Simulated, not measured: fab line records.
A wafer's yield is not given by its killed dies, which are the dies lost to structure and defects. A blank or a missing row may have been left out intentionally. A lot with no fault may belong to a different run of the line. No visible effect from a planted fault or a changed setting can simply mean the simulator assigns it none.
Split-lot study || flow n5 finfet || on a route of 1938 steps: 7 lots, 21 wafers read

THE SPLIT ITSELF
At N5_PMOS_HMC_CHANNEL_EPI_EXPOSE_06 (exposes mask PMOS HMC BLK, target cd 240 nm), the setting dose mj was moved away from the recipe's 41 on 6 of the 21 wafers read, by -4.2% to +5.8%. This setting was run at the recipe's value on the other wafers.

FROM SPLIT TO READING: 1 step shown by the file between the two
- N5_PMOS_HMC_CHANNEL_EPI_DEVELOP_08: develop time 30 s (also split here: develop time s)

THE READING
Shown in nm: cd nm at N5_PMOS_HMC_CHANNEL_EPI_CD_MEAS_09, with target cd 237.4 nm. On this fab line, fault-free wafers typically give 237.3 nm with a standard deviation of 0.97 nm.

{"wafer": "L074.3", "tool, chamber at the split": "arfi scanner-03, 0", "dose mj as run": 41, "against the recipe": "recipe", "cd nm, nm": 239.3, "against lot-mates on the recipe": "-"}
{"wafer": "L074.5", "tool, chamber at the split": "arfi scanner-03, 0", "dose mj as run": 39.26, "against the recipe": "-4.2%", "cd nm, nm": 235.3, "against lot-mates on the recipe": -4.0}
{"wafer": "L074.6", "tool, chamber at the split": "arfi scanner-03, 0", "dose mj as run": 39.26, "against the recipe": "-4.2%", "cd nm, nm": 234.0, "against lot-mates on the recipe": -5.3}
{"wafer": "L075.2", "tool, chamber at the split": "arfi scanner-01, 0", "dose mj as run": 41, "against the recipe": "recipe", "cd nm, nm": 239.2, "against lot-mates on the recipe": "-"}
{"wafer": "L075.4", "tool, chamber at the split": "arfi scanner-01, 0", "dose mj as run": 43.39, "against the recipe": "+5.8%", "cd nm, nm": 241.6, "against lot-mates on the recipe": "+3.1"}
{"wafer": "L075.6", "tool, chamber at the split": "arfi scanner-01, 0", "dose mj as run": 41, "against the recipe": "recipe", "cd nm, nm": 237.8, "against lot-mates on the recipe": "-"}
{"wafer": "L077.2", "tool, chamber at the split": "arfi scanner-03, 0", "dose mj as run": 41, "against the recipe": "recipe", "cd nm, nm": 238.2, "against lot-mates on the recipe": "-"}
{"wafer": "L077.3", "tool, chamber at the split": "arfi scanner-03, 0", "dose mj as run": 41, "against the recipe": "recipe", "cd nm, nm": 236.6, "against lot-mates on the recipe": "-"}
{"wafer": "L077.4", "tool, chamber at the split": "arfi scanner-03, 0", "dose mj as run": 41, "against the recipe": "recipe", "cd nm, nm": 238.6, "against lot-mates on the recipe": "-"}
{"wafer": "L079.1", "tool, chamber at the split": "arfi scanner-01, 0", "dose mj as run": 41, "against the recipe": "recipe", "cd nm, nm": 238.4, "against lot-mates on the recipe": "-"}
{"wafer": "L079.2", "tool, chamber at the split": "arfi scanner-01, 0", "dose mj as run": 41, "against the recipe": "recipe", "cd nm, nm": 237.0, "against lot-mates on the recipe": "-"}
{"wafer": "L079.6", "tool, chamber at the split": "arfi scanner-01, 0", "dose mj as run": 39.43, "against the recipe": "-3.8%", "cd nm, nm": 235.1, "against lot-mates on the recipe": -2.6}
{"wafer": "L085.2", "tool, chamber at the split": "arfi scanner-02, 0", "dose mj as run": 41, "against the recipe": "recipe", "cd nm, nm": 235.9, "against lot-mates on the recipe": "-"}
{"wafer": "L085.5", "tool, chamber at the split": "arfi scanner-02, 0", "dose mj as run": 41, "against the recipe": "recipe", "cd nm, nm": 235.9, "against lot-mates on the recipe": "-"}
{"wafer": "L085.6", "tool, chamber at the split": "arfi scanner-02, 0", "dose mj as run": 41, "against the recipe": "recipe", "cd nm, nm": 235.8, "against lot-mates on the recipe": "-"}
{"wafer": "L089.1", "tool, chamber at the split": "arfi scanner-03, 0", "dose mj as run": 41, "against the recipe": "recipe", "cd nm, nm": 239.1, "against lot-mates on the recipe": "-"}
{"wafer": "L089.3", "tool, chamber at the split": "arfi scanner-03, 0", "dose mj as run": 41, "against the recipe": "recipe", "cd nm, nm": 238.3, "against lot-mates on the recipe": "-"}
{"wafer": "L089.6", "tool, chamber at the split": "arfi scanner-03, 0", "dose mj as run": 40.16, "against the recipe": "-2.0%", "cd nm, nm": 236.5, "against lot-mates on the recipe": -2.2}
{"wafer": "L097.1", "tool, chamber at the split": "arfi scanner-02, 0", "dose mj as run": 41, "against the recipe": "recipe", "cd nm, nm": 237.3, "against lot-mates on the recipe": "-"}
{"wafer": "L097.2", "tool, chamber at the split": "arfi scanner-02, 0", "dose mj as run": 39.41, "against the recipe": "-3.9%", "cd nm, nm": 234.5, "against lot-mates on the recipe": -2.9}
{"wafer": "L097.4", "tool, chamber at the split": "arfi scanner-02, 0", "dose mj as run": 41, "against the recipe": "recipe", "cd nm, nm": 237.5, "against lot-mates on the recipe": "-"}

THE FIT
A straight line over all 21 wafers: cd nm changes by +0.701 nm for each +1% of dose mj; r = +0.83; the points scatter about the line by 1.1 nm.
The same after taking each lot's own level away (the mean of its wafers on the recipe; 21 wafers): +0.777 nm for each +1%; r = +0.92; scatter 0.75 nm.
On that fit, the largest move of dose mj shifts the reading by 4.5 nm.
From 235.87 to 239.30 nm: that is the span of the lots' own levels, equal to 3.5 times the standard deviation above.
Consequently the slope shifts little with the lot-to-lot level, the two slopes agreeing.
Check: with one of the wafers moved furthest among these (+5.8%) left out of the fit, the line predicts +5.43 nm for it against its lot-mates. It came out at +3.1 nm against them.

ADDITIONAL SPLITS CARRIED BY THESE WAFERS
These wafers also went through other splits before the reading. Each is held against what the fit with the lots' levels taken away leaves over:
{"other split on the same wafers": "N5_WELL_APT_COAT_02 spin rpm", "wafers away from the commonest value": 9, "r with cd nm (lot level and that fit taken away)": "+0.22"}
{"other split on the same wafers": "N5_WELL_APT_PEB_06 peb temp c", "wafers away from the commonest value": 5, "r with cd nm (lot level and that fit taken away)": "+0.19"}
{"other split on the same wafers": "N5_PMOS_HMC_CHANNEL_EPI_DEVELOP_08 develop time s", "wafers away from the commonest value": 8, "r with cd nm (lot level and that fit taken away)": "+0.22"}

THE WHOLE CHAIN: every reading that the file lists as answering this split, in the file's order
{"step": "N5_PMOS_HMC_CHANNEL_EPI_CD_MEAS_09", "what it does": "target cd 237.4 nm", "reading": "cd nm", "change (the file's fit)": "+0.741 nm for each +1% of the setting", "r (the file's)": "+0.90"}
{"step": "N5_PMOS_HMC_CHANNEL_EPI_DESCUM_14", "what it does": "chemistry O2, time 7.9 s", "reading": "PMOS_HMC_CHANNEL_EPI.cd nm (the simulator's own value, which no gauge read)", "change (the file's fit)": "+0.699 nm for each +1% of the setting", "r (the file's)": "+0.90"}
{"step": "N5_PMOS_HMC_CHANNEL_EPI_ETCH_32", "what it does": "etches BARC in N2/H2, stops on SiO2, target depth 85.8 nm, time 50.3 s", "reading": "PMOS_HMC_CHANNEL_EPI.cd nm (the simulator's own value, which no gauge read)", "change (the file's fit)": "+0.681 nm for each +1% of the setting", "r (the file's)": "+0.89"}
{"step": "N5_PMOS_HMC_CHANNEL_EPI_HM_OPEN_15", "what it does": "chemistry CHF3/O2, target SiO2, target depth 40.6 nm, time 20.3 s", "reading": "PMOS_HMC_CHANNEL_EPI.cd nm (the simulator's own value, which no gauge read)", "change (the file's fit)": "+0.689 nm for each +1% of the setting", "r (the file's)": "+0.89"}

THE FILE'S OWN FIT
cd nm changes by +0.741 nm for each +1% of dose mj, r = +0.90.
